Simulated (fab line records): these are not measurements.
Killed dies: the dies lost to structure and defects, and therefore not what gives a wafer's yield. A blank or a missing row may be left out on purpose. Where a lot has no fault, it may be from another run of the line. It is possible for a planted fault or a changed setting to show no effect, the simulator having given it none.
Chamber matching    flow n5 finfet    N5_SDB_CMP_30 on cmp-03: 4 sister chambers
The step polishes, stops on poly-Si, t overpolish 1.54 s, target thk 30 nm. 14 wafers are shown with their chamber, then 7 later ones without.

== WAFERS WITH THEIR CHAMBER ==
wafer   chamber  motor current A (A)  time to endpoint s (s)  head pressure psi (psi)
L078.4  2        11.0                 18.1                    4.151
L078.5  1        13.3                 19.3                    4.161
L078.6  0        12.2                 20.1                    4.141
L080.3  0        12.4                 21.4                    4.159
L080.4  1        12.9                 20.5                    4.149
L080.5  3        13.2                 20.7                    4.144
L082.1  0        11.7                 19.1                    4.146
L082.3  1        11.8                 18.0                    4.139
L082.6  0        12.7                 19.5                    4.145
L087.2  2        11.2                 16.6                    4.131
L087.4  1        12.2                 17.1                    4.147
L087.6  3        13.4                 16.4                    4.159
L088.2  0        11.6                 22.0                    4.147
L088.5  3        12.5                 19.2                    4.150

SIGNATURES (averages over the wafers above)
reading             chamber 0  chamber 1  chamber 2  chamber 3  scatter within a chamber
motor current A     12.120     12.550     11.100     13.033     0.52
time to endpoint s  20.420     18.725     17.350     18.767     1.53
head pressure psi   4.14760    4.14900    4.14100    4.15100    0.00863
Rule: distance of a wafer from a chamber = root of the sum over the readings of ((wafer's reading minus chamber's mean) / reading's scatter) squared. The wafer belongs to the nearest chamber; if the next one is less than 2 further off, it can't be placed. The scatter is the square root of a quotient: the sum, over the shown wafers, of each reading's squared deviation from its chamber's mean, divided by wafers minus chambers.

== WAFERS WITH NO CHAMBER GIVEN ==
wafer   motor current A (A)  time to endpoint s (s)  head pressure psi (psi)
L088.6  11.1                 20.0                    4.162
L090.3  14.0                 18.2                    4.159
L090.5  11.5                 19.9                    4.155
L090.6  13.2                 18.7                    4.137
L095.4  11.6                 17.8                    4.145
L095.5  12.5                 19.1                    4.136
L095.6  12.9                 19.2                    4.154

== WHICH CHAMBER EACH WENT THROUGH ==
wafer   from the rows above                in truth
L088.6  can't be placed: 0 or 2 or 1 or 3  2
L090.3  can't be placed: 3 or 1            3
L090.5  can't be placed: 0 or 1 or 2 or 3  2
L090.6  can't be placed: 3 or 1 or 0       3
L095.4  can't be placed: 2 or 1 or 0 or 3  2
L095.5  can't be placed: 1 or 0 or 3 or 2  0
L095.6  can't be placed: 3 or 1 or 0       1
Placed correctly: 0 of 7. Can't be placed from these rows: 7 (the true chamber is among the candidates in 7). Placed wrongly: 0.
